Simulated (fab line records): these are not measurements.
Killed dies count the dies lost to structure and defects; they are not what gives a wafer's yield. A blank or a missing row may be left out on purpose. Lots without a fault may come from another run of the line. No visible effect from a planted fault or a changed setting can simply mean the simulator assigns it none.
Matching of chambers	flow nand-harc	4 sister chambers for NHARC_A_M0_DESCUM_14 on rie-diel-11
The step chemistry O2, time 3 s. 18 wafers are shown with their chamber, then 9 later ones without.

== WAFERS PAIRED WITH THEIR CHAMBERS ==
wafer	chamber	drypump-motor-current-A (A)	oes-product-au (a.u.)	rf-vpp-V (V)
L076.1	0	6.0	0.990	59.6
L076.2	1	6.1	0.989	57.5
L076.5	1	6.1	0.977	58.3
L074.1	2	6.5	1.017	58.2
L074.3	1	6.1	0.991	58.0
L074.4	0	6.0	1.005	57.5
L078.1	2	6.5	1.020	58.2
L078.4	1	6.1	0.988	58.5
L078.5	1	6.1	0.982	57.8
L079.1	2	6.6	1.008	58.0
L079.3	0	6.0	0.993	59.2
L079.5	3	5.8	1.002	56.8
L085.2	0	6.0	0.984	60.3
L085.3	3	5.8	0.990	58.7
L085.6	2	6.6	1.009	57.3
L086.2	2	6.5	1.013	57.7
L086.3	1	6.1	1.000	57.9
L086.4	0	6.0	0.997	57.8

SIGNATURES (averages over the wafers above)
reading	chamber 0	chamber 1	chamber 2	chamber 3	scatter within a chamber
drypump-motor-current-A	6.000	6.100	6.540	5.800	0.0293
oes-product-au	0.99380	0.98783	1.01340	0.99600	0.00724
rf-vpp-V	58.880	58.000	57.880	57.750	0.79
Rule: for a wafer and a chamber, the distance is found by dividing, reading by reading, the gap between the wafer's reading and the chamber's mean by the reading's scatter, squaring, summing and taking the root. If the next closest chamber is less than 2 further off than the closest, the wafer can't be placed; otherwise it belongs to the closest. The scatter: take each reading less its chamber's mean, square it, sum over the shown wafers, divide by the number of wafers less the number of chambers, and take the root.

== WAFERS WITH NO CHAMBER GIVEN ==
wafer	drypump-motor-current-A (A)	oes-product-au (a.u.)	rf-vpp-V (V)
L089.1	6.0	0.999	58.4
L089.4	5.8	0.998	56.1
L089.6	6.0	1.007	59.1
L090.1	5.8	0.995	58.5
L090.3	6.5	1.016	59.1
L090.6	6.0	0.995	56.1
L097.2	6.0	0.997	59.3
L097.5	6.0	0.985	57.7
L097.6	5.8	0.999	58.9

== THE CHAMBER EACH PASSED THROUGH ==
wafer	from the rows above	in truth
L089.1	0	0
L089.4	3	3
L089.6	0	0
L090.1	3	3
L090.3	2	2
L090.6	can't be placed: 0 or 1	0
L097.2	0	0
L097.5	can't be placed: 0 or 1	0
L097.6	3	3
Correct placement for 7 of the 9. Not placeable from these rows: 2 (in 2, the candidates include the true chamber). 0 placed wrongly.
